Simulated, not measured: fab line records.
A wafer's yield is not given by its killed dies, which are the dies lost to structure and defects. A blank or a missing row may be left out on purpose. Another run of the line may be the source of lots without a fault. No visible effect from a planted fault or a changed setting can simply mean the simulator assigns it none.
Chamber matching	flow nand_harc	NHARC_A_ONON_D1_DEP_33 on pecvd-01 has 3 sister chambers
The step deposits SiO2, target thk 200 nm. 3 wafers are shown with their chamber, then 7 later ones without.

WAFERS WITH THEIR CHAMBER
wafer	chamber	heater_power_w (W)
L699.3	0	665
L701.3	1	465
L701.5	2	430

WAFERS WITHOUT THEIR CHAMBER
wafer	heater_power_w (W)
L701.6	604
L702.2	501
L702.4	620
L702.6	479
L703.1	409
L703.2	560
L703.5	563

THE CHAMBER EACH PASSED THROUGH
wafer	from the rows above	in truth
L701.6	can't be placed: 0 or 1 or 2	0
L702.2	can't be placed: 1 or 2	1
L702.4	can't be placed: 0 or 1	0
L702.6	can't be placed: 1 or 2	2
L703.1	can't be placed: 2 or 1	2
L703.2	can't be placed: 1 or 0 or 2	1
L703.5	can't be placed: 1 or 0 or 2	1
Placed correctly: 0 of 7. From these rows, 7 cannot be placed; in 7 the true chamber is one of the candidates. Number placed wrongly: 0.
How it was worked out, from the rows above alone: a wafer's distance from a chamber is the root of the sum, over the readings, of the square of ((its reading less the chamber's mean) divided by the reading's scatter). If the next closest chamber is less than 2 further off than the closest, the wafer can't be placed; otherwise it belongs to the closest. Each chamber's mean is taken over the wafers shown for it. The scatter: with one shown wafer a chamber, the root of the mean of the squares of how far each hidden wafer lies from its nearest shown one.
